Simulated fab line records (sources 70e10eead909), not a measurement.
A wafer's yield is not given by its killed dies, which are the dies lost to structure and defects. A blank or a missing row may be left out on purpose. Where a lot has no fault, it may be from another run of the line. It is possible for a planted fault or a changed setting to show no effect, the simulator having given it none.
A lot that was struck, set against a sound lot    flow nandHarc    40 out of 1159 route steps
Sound: the wafers L939.1, L939.3, L939.6. Struck: wafer L949.2. (L949.1, L949.6 of the same lot were not struck and are left out.) The cause comes at the end.
At each step with rows: each side's tool, then ch and its chambers, then its first start. Under that, the readings that differ: sound wafers    struck wafers    difference of the means    sigmas: that difference in standard deviations of wafers without a fault.
alike: a reading whose means differ by less than 2 such deviations, as well as words and numbers matching on both sides. not compared: withheld readings; readings where some wafer has no value; bounds like >300 that might hide an equal value; numbers whose values overlap and for which the record gives no deviation.
Wherever a step has rows on one side only, a row that says differs or no value, or a row with sigmas, the two part there. Non-overlapping numbers with no deviation appear without sigmas and do not part them. Lack of a reading on every wafer of one side parts them only where that side has two or more wafers.

first, 3 steps without rows for these wafers: NHARC_A_CONTACT_ETCH_138 (etches the open film in C4F8/O2/Ar, time 132 s, target depth 1289 nm); NHARC_A_CONTACT_ETCH_139 (etches the open film in C4F8/O2/Ar, time 137 s, target depth 590 nm); NHARC_A_CONTACT_ETCH_92 (etches the open film in CH3F/O2, target depth 40 nm, time 85.7 s).
NHARC_A_CONTACT_ETCH_98: etches the open film in C4F6/O2, target depth 20 nm, time 10 s.
  sound on rieDiel-01 ch 0,3; struck on rieDiel-09 ch 2, day 22 18:44
  alike: drypumpMotorCurrentA, oesProductAu, rfVppV, showerheadPlenumPTorr, throttleValvePct
  not compared: rfHoursCounterH
NHARC_A_CONTACT_CD_MEAS_15:
  sound: cdSem-03 at day 19 14:44; struck: cdSem-02 at day 22 18:49
reading    sound           struck  difference  sigmas
cdNm (nm)  89.3 89.7 90.3  91.1    +1.3        +2
then, 6 steps without rows for these wafers: NHARC_A_CONTACT_STRIP_107 (strips in N2/H2); NHARC_A_CONTACT_STRIP_108 (strips in CF4/CHF3); NHARC_A_CONTACT_STRIP_109 (strips in O2/COS); NHARC_A_CONTACT_ETCH_110 (etches the open film in CF4/O2, target depth 50 nm, overetch 5 nm, time 27.5 s); NHARC_A_CONTACT_STRIP_26 (strips in O2); NHARC_A_CONTACT_STRIP_27 (strips in post etch residue remover, time 600 s).
NHARC_A_CONTACT_ALD_18: deposits TiN, target thk 3 nm, pulse time 1 s, ald cycles 150.
  sound on aldMetal-04 ch 0,2, day 19 15:43; struck on aldMetal-04 ch 3, day 22 20:02
  alike: heaterPowerW, precursorPulseHeightRel
NHARC_A_CONTACT_CVD_19: deposits W, target thk 300 nm, time 802 s.
  sound on cvdW-02 ch 0, day 19 15:53; struck on cvdW-02 ch 0, day 22 20:14
  alike: heaterPowerW, throttleValvePct
then, 12 steps without rows for these wafers: NHARC_A_CONTACT_CMP_20 (polishes, t overpolish 30 s, target thk 300 nm); NHARC_A_CONTACT_SRD_22; NHARC_A_BLC_DEHYDRATE_00 (time 120 s); NHARC_A_BLC_HMDS_01 (time 30 s); NHARC_A_BLC_COAT_02 (time 75 s); NHARC_A_BLC_COAT_03 (time 65 s); NHARC_A_BLC_COAT_04 (resist thk 90 nm); NHARC_A_BLC_SOFTBAKE_05 (time 55 s); NHARC_A_BLC_EBR_06; NHARC_A_BLC_EXPOSE_07 (exposes mask A BLC, target cd 100 nm); NHARC_A_BLC_PEB_08 (peb time 65 s); NHARC_A_BLC_DEVELOP_09 (develop time 35 s).
NHARC_A_BLC_CD_MEAS_10: the cd target is 100 nm.
  sound on cdSem-03 ch 0, day 19 17:41; struck on cdSem-02 ch 0, day 22 22:02
  alike: cdNm
NHARC_A_BLC_OVL_MEAS_11:
  sound: overlay-02 at day 19 17:46; struck: overlay-02 at day 22 22:08
reading          sound           struck  difference  sigmas
overlayYNm (nm)  -0.2 -0.1 -0.5  1.1     +1.4        +2
  alike: overlayXNm
then, 2 steps without rows for these wafers: NHARC_A_BLC_DESCUM_15 (chemistry O2, time 3 s); NHARC_A_BLC_ETCH_16 (etches the open film in CF4, target depth 39 nm, time 65 s).
NHARC_A_BLC_ETCH_17: etches the open film in N2/H2, target depth 390 nm, time 609.38 s.
  sound: rieDiel-08 ch 0,1,2; struck: rieDiel-11 ch 0
reading                       sound              struck  difference  sigmas
rfVppV (V)                    428.0 433.6 435.2  427.0   -5.3        -2
showerheadPlenumPTorr (Torr)  2.00 2.11 2.18     1.91    -0.19       -2
  alike: drypumpMotorCurrentA, oesProductAu, throttleValvePct
  not compared: rfHoursCounterH
then, 1 step without rows for these wafers: NHARC_A_BLC_ETCH_18 (etches the open film in C4F8/O2/Ar, target depth 910 nm).
NHARC_A_BLC_CD_MEAS_19:
  sound: cdSem-02 at day 19 18:50; struck: cdSem-01 at day 22 23:13
  alike: cdNm
then, 3 steps without rows for these wafers: NHARC_A_BLC_STRIP_29 (strips in CF4); NHARC_A_BLC_STRIP_21 (strips in O2); NHARC_A_BLC_STRIP_22 (strips in post etch residue remover, time 600 s).
NHARC_A_BLC_DEGAS_30: time 60 s.
  sound: pvdSputter-02 at day 19 19:28; struck: pvdSputter-03 at day 22 23:49
  alike: heaterPowerW
then, 1 step without rows for these wafers: NHARC_A_BLC_PRE_CLEAN_31 (time 15 s).
NHARC_A_BLC_PVD_32: deposits Ti, target thk 5 nm, time 17.7 s.
  sound on pvdSputter-02; struck on pvdSputter-03
  alike: throttleValvePct
then, 1 step without rows for these wafers: NHARC_A_BLC_ALD_23 (deposits TiN, target thk 3 nm, pulse time 1 s, ald cycles 150).
NHARC_END_SORT_01:
  sound on prober-02 ch 0, day 21 14:25; struck on prober-01 ch 0, day 24 22:52
reading        sound     struck  difference  sigmas
killedAtArray  27 29 30  77      +48         +5
killedDies     31 32 34  79      +47         +5
  alike: killedAtOther, killedAtPeriphery, killedOpen, killedShort

WHERE THEY PART
Last at NHARC_END_SORT_01 as far as this record goes, first at NHARC_A_CONTACT_CD_MEAS_15.

WHY: what the simulator had put in
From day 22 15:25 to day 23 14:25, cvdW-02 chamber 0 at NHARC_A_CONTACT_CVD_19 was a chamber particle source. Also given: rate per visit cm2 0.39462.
